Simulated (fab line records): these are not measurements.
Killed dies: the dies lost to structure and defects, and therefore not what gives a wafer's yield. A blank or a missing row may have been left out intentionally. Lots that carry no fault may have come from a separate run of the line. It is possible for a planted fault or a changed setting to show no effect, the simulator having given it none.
The tool behind it: which one? | flow nand-harc | 36 wafers from 12 lots sampled at 5 of the route's 1302 steps

== WHAT THE GAUGES SHOWED, per wafer ==
NHARC_A_CONTACT_CD_MEAS_42 targets a cd of 300 nm. Usual: cd-nm 300.4 nm, standard deviation 0.51.
lot  | measured     | on        | cd-nm (nm)        | flag
L291 | day 21 14:12 | cd-sem-03 | 300.6 301.0 301.0 |
L292 | day 21 19:29 | cd-sem-03 | 300.4 300.1 300.3 |
L294 | day 22 10:22 | cd-sem-03 | 299.9 300.1 299.8 |
L295 | day 22 10:46 | cd-sem-01 | 300.5 299.5 299.6 |
L296 | day 23 03:11 | cd-sem-03 | 300.7 300.2 301.2 |
L297 | day 23 02:53 | cd-sem-01 | 300.1 300.9 301.3 |
L299 | day 24 08:25 | cd-sem-01 | 300.3 301.0 300.3 |
L301 | day 25 13:06 | cd-sem-02 | 300.3 300.1 300.2 |
L306 | day 28 00:51 | cd-sem-03 | 300.6 299.7 301.0 |
L307 | day 28 05:41 | cd-sem-01 | 298.9 301.0 299.6 |
L314 | day 31 02:47 | cd-sem-01 | 301.3 299.8 300.7 |
L313 | day 31 17:46 | cd-sem-01 | 300.2 300.3 300.4 |

NHARC_END_SORT_01. Usual: killed-at-array 51, standard deviation 18; killed-at-other 1.0, standard deviation 1.2; killed-at-periphery 3.7, standard deviation 2.9; killed-dies 55, standard deviation 19; killed-open 3.5, standard deviation 1.9; killed-short 2.6, standard deviation 1.6.
lot  | measured     | on        | killed-at-array | killed-at-other | killed-at-periphery | killed-dies | killed-open | killed-short | flag
L306 | day 31 02:05 | prober-02 | 208 170 121     | 2 1 0           | 8 8 10              | 218 179 131 | 3 1 5       | 3 2 3        | OFF
L307 | day 31 10:37 | prober-01 | 235 230 202     | 2 1 0           | 8 6 5               | 245 237 207 | 5 6 2       | 6 3 4        | OFF

== TOOL THAT RAN EACH LOT (tool first, then ch and the chambers of the sampled wafers, then the start) ==
lot  | NHARC_A_WL_FILL_CMP_12        | NHARC_A_CONTACT_ETCH_50            | NHARC_A_CONTACT_ETCH_117
L291 | cmp-02 ch 0,2,3, day 21 03:43 | rie-diel-03 ch 1,2, day 21 14:55   | har-cap-etch-02 ch 0,1, day 21 17:16
L292 | cmp-01 ch 0,2, day 21 13:21   | rie-diel-03 ch 0,1,2, day 21 20:13 | har-cap-etch-02 ch 0,1, day 21 22:45
L294 | cmp-04 ch 0,2,3, day 22 04:16 | rie-diel-09 ch 0,1,3, day 22 11:05 | har-cap-etch-01 ch 0,1, day 22 13:25
L295 | cmp-01 ch 0,1,2, day 22 04:20 | rie-diel-13 ch 0,2,3, day 22 11:29 | har-cap-etch-02 ch 1, day 22 13:50
L296 | cmp-04 ch 0,2,3, day 22 17:03 | rie-diel-13 ch 0,3, day 23 03:58   | har-cap-etch-02 ch 0,1, day 23 06:20
L297 | cmp-02 ch 1,2,3, day 22 17:04 | rie-diel-03 ch 0,1,2, day 23 03:37 | har-cap-etch-01 ch 0,1, day 23 06:02
L299 | cmp-01 ch 0,3, day 24 01:45   | rie-diel-03 ch 1,2, day 24 09:10   | har-cap-etch-02 ch 0,1, day 24 11:32
L301 | cmp-04 ch 1,2, day 25 06:50   | rie-diel-13 ch 0,1,2, day 25 13:49 | har-cap-etch-02 ch 0,1, day 25 16:09
L306 | cmp-02 ch 2,3, day 27 18:37   | rie-diel-03 ch 0,3, day 28 01:34   | har-cap-etch-03 ch 0,1, day 28 04:00
L307 | cmp-02 ch 0,2, day 27 22:10   | rie-diel-03 ch 0,1,3, day 28 06:25 | har-cap-etch-03 ch 0,1, day 28 08:47
L314 | cmp-01 ch 1,2, day 30 20:44   | rie-diel-09 ch 0,2, day 31 03:37   | har-cap-etch-02 ch 0,1, day 31 06:17
L313 | cmp-01 ch 1,2,3, day 31 11:41 | rie-diel-03 ch 0,2, day 31 18:29   | har-cap-etch-02 ch 0,1, day 31 21:16
- NHARC_A_WL_FILL_CMP_12: polishes, t overpolish 30 s, target thk 100 nm.
- NHARC_A_CONTACT_ETCH_50: etches the open film in CF4/CHF3, target depth 121 nm, time 60.5 s.
- NHARC_A_CONTACT_ETCH_117: etches the open film in C4F8/O2/Ar, time 190 s, target depth 1850 nm.

== WHAT THE TOOLS THEMSELVES READ (means of the sampled wafers that have a number; where no wafer has one, the mark that the record gives instead) ==
NHARC_A_WL_FILL_CMP_12. Usual: motor-current-A 11.4 A, standard deviation 0.72; overpolish-run-s 30.000 s, standard deviation 0.0086; slurry-filter-dp-kPa 13.48 kPa, standard deviation 0.12; time-to-endpoint-s 20.1 s, standard deviation 2.3.
lot  | tool   | motor-current-A (A) | overpolish-run-s (s) | slurry-filter-dp-kPa (kPa) | time-to-endpoint-s (s) | flag
L291 | cmp-02 | 11.3                | 30.009               | 13.54                      | 21.5                   |
L292 | cmp-01 | 10.3                | 29.996               | 13.59                      | 20.2                   |
L294 | cmp-04 | 12.4                | 30.000               | 13.50                      | 21.0                   |
L295 | cmp-01 | 11.2                | 29.992               | 13.59                      | 16.4                   |
L296 | cmp-04 | 12.5                | 30.000               | 13.56                      | 22.9                   |
L297 | cmp-02 | 11.6                | 30.002               | 13.55                      | 22.6                   |
L299 | cmp-01 | 10.8                | 29.996               | 13.44                      | 17.7                   |
L301 | cmp-04 | 11.5                | 30.000               | 13.42                      | 17.9                   |
L306 | cmp-02 | 11.1                | 30.000               | 13.55                      | 21.7                   |
L307 | cmp-02 | 11.1                | 29.999               | 13.41                      | 22.5                   |
L314 | cmp-01 | 11.1                | 30.001               | 13.47                      | 17.0                   |
L313 | cmp-01 | 11.4                | 30.003               | 13.54                      | 17.9                   |

NHARC_A_CONTACT_ETCH_50. Usual: drypump-motor-current-A 5.7 A, standard deviation 0.42; oes-product-au 0.949 a.u., standard deviation 0.023; rf-vpp-V 370.6 V, standard deviation 2.9; run-length-s 81.8 s, standard deviation 0.48; showerhead-plenum-p-Torr 1.57 Torr, standard deviation 0.08; throttle-valve-pct 16.802 %, standard deviation 0.0096.
lot  | tool        | drypump-motor-current-A (A) | oes-product-au (a.u.) | rf-vpp-V (V) | run-length-s (s) | showerhead-plenum-p-Torr (Torr) | throttle-valve-pct (%) | flag
L291 | rie-diel-03 | 5.9                         | 0.953                 | 371.4        | 81.8             | 1.59                            | 16.793                 |
L292 | rie-diel-03 | 5.9                         | 0.972                 | 369.4        | 81.6             | 1.55                            | 16.796                 |
L294 | rie-diel-09 | 5.6                         | 0.981                 | 372.1        | 82.1             | 1.65                            | 16.809                 |
L295 | rie-diel-13 | 5.5                         | 0.924                 | 371.4        | 81.5             | 1.59                            | 16.804                 |
L296 | rie-diel-13 | 5.5                         | 0.933                 | 371.7        | 81.3             | 1.60                            | 16.805                 |
L297 | rie-diel-03 | 5.9                         | 0.941                 | 369.5        | 81.7             | 1.55                            | 16.807                 |
L299 | rie-diel-03 | 5.9                         | 0.972                 | 371.4        | 81.9             | 1.59                            | 16.804                 |
L301 | rie-diel-13 | 5.2                         | 0.967                 | 372.2        | 81.8             | 1.61                            | 16.804                 |
L306 | rie-diel-03 | 5.8                         | 0.976                 | 368.9        | 70.5             | 1.54                            | 16.805                 | OFF
L307 | rie-diel-03 | 5.8                         | 0.965                 | 371.3        | 70.3             | 1.58                            | 16.800                 | OFF
L314 | rie-diel-09 | 5.3                         | 0.960                 | 370.2        | 82.4             | 1.55                            | 16.810                 |
L313 | rie-diel-03 | 6.0                         | 0.971                 | 372.6        | 81.7             | 1.62                            | 16.797                 |

== THE ANSWER, worked out from the rows above alone ==
Rule: a lot is off if the mean of its wafers that have a number lies more than 3 standard deviations from the usual mean. A lot without any number at a reading at which 4 lots or more have one is off too. The other lots that the step has rows for count as sound. First the gauges in route order, then the tools' own readings, where a lot's mean is used as printed above. At the first step where some lot is off, the reading lying furthest off is the one used; lots without a number count as furthest.
Off: L306, L307 (NHARC_END_SORT_01, killed-at-array). Neither off nor sound, because the step has no rows for them: L291, L292, L294, L295, L296, L297, L299, L301, L314, L313.
A tool fits if, at a process step before that reading, it ran every lot that is off, and no sound lot after the first of them. The gauges at NHARC_END_SORT_01 aren't tried: what is off there is off at NHARC_A_CONTACT_ETCH_50 too, on other tools, and a gauge's error can't cause that. Can't be told from this: 3 tools fit, cmp-02 at NHARC_A_WL_FILL_CMP_12, rie-diel-03 at NHARC_A_CONTACT_ETCH_50, har-cap-etch-03 at NHARC_A_CONTACT_ETCH_117.

== WHAT THE SIMULATOR PUT IN ==
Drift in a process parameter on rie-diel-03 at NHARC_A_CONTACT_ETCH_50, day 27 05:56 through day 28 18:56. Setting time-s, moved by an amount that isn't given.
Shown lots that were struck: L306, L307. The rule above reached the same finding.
